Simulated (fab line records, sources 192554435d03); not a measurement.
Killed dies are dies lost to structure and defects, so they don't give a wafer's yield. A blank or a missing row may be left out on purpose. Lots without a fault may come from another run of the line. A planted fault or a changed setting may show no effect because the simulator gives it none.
Problem report in the 8D (eight disciplines) form, filled by code | flow n5_finfet | the parts of the form that need people (team, actions taken, sign-off) are left out

1. THE PROBLEM
etch_rf_on_time_s at N5_BEOL_M8_ETCH_72 reads a mean of 3.28 s on 3 wafers of 3 lots; wafers without a fault read 5.17 s with a standard deviation of 0.14. That is -13 standard deviations from the usual mean.
The step: etches underlayer in N2/H2, target depth 6.5 nm, time 5.2 s.
First seen on wafer L898.5, day 15 18:22, on rie_diel-01. The record holds 27 wafers of 10 lots with a number at this step. Rule for "out", or "out of limits": more than 4 standard deviations from the usual mean. The other wafers with a number count as sound.

2. WHAT IT IS AND WHAT IT IS NOT
question                    | is                     | is not
which readings at this step | etch_rf_on_time_s      | drypump_motor_current_A, rf_vpp_V, showerhead_plenum_p_Torr, throttle_valve_pct
which lots                  | L898, L899, L900       | L879, L882, L883, L886, L888, L889, L901
which wafers of those lots  | L898.5, L899.3, L900.3 | L898.1, L899.4, L900.4
read on which tools         | rie_diel-01            | rie_diel-03, rie_diel-05
when                        | from day 15 18:22      | up to then (19 sound wafers); but 5 sound wafers of L899, L900, L901 came after

3. SUSPECTS, AND WHAT RULES EACH OUT
Counting: a tool at a process step up to the reading stays a suspect if it ran every lot that is out. Sound lots after the first of them don't rule it out here, since some wafers of a struck lot are sound.
- rie_diel-01 at N5_BEOL_M8_ETCH_72 (etches underlayer in N2/H2, target depth 6.5 nm, time 5.2 s): kept. It ran every lot that is out, first L898 (day 15 18:22); its last sound lot up to then is L889 (day 12 10:03). Its own readings are out on those wafers: etch_rf_on_time_s.
- Within rie_diel-01 at N5_BEOL_M8_ETCH_72: the wafers that are out ran in chambers 1, 3; their sound lot-mates ran in chambers 0, 2.
Left after counting: rie_diel-01 at N5_BEOL_M8_ETCH_72.

4. THE CAUSE (what the simulator had put in)
Process parameter drift: rie_diel-01, from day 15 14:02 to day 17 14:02, at N5_BEOL_M8_ETCH_72. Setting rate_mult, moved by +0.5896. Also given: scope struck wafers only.
Counting left only this tool.

5. THE CHAIN OF EFFECTS, in route order
Each row: a reading whose mean over the struck wafers that have a number lies more than 3 standard deviations from the usual. Only readings for which the record gives a usual standard deviation are gone through. hours: the time from each lot's start at the first step in this table that gives one to its start at this step, as a median over the lots. sigmas: the change in usual standard deviations.
hours | step               | reading           | usual  | on struck wafers | change | sigmas
0     | N5_BEOL_M8_ETCH_72 | etch_rf_on_time_s | 5.17 s | 3.28             | -1.89  | -13
The process steps in it:
- N5_BEOL_M8_ETCH_72: etches underlayer in N2/H2, target depth 6.5 nm, time 5.2 s.

6. WHAT WOULD HAVE CAUGHT IT SOONER
In this record the first reading out of limits was taken at day 15 18:22, 4 hours after the fault began at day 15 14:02.
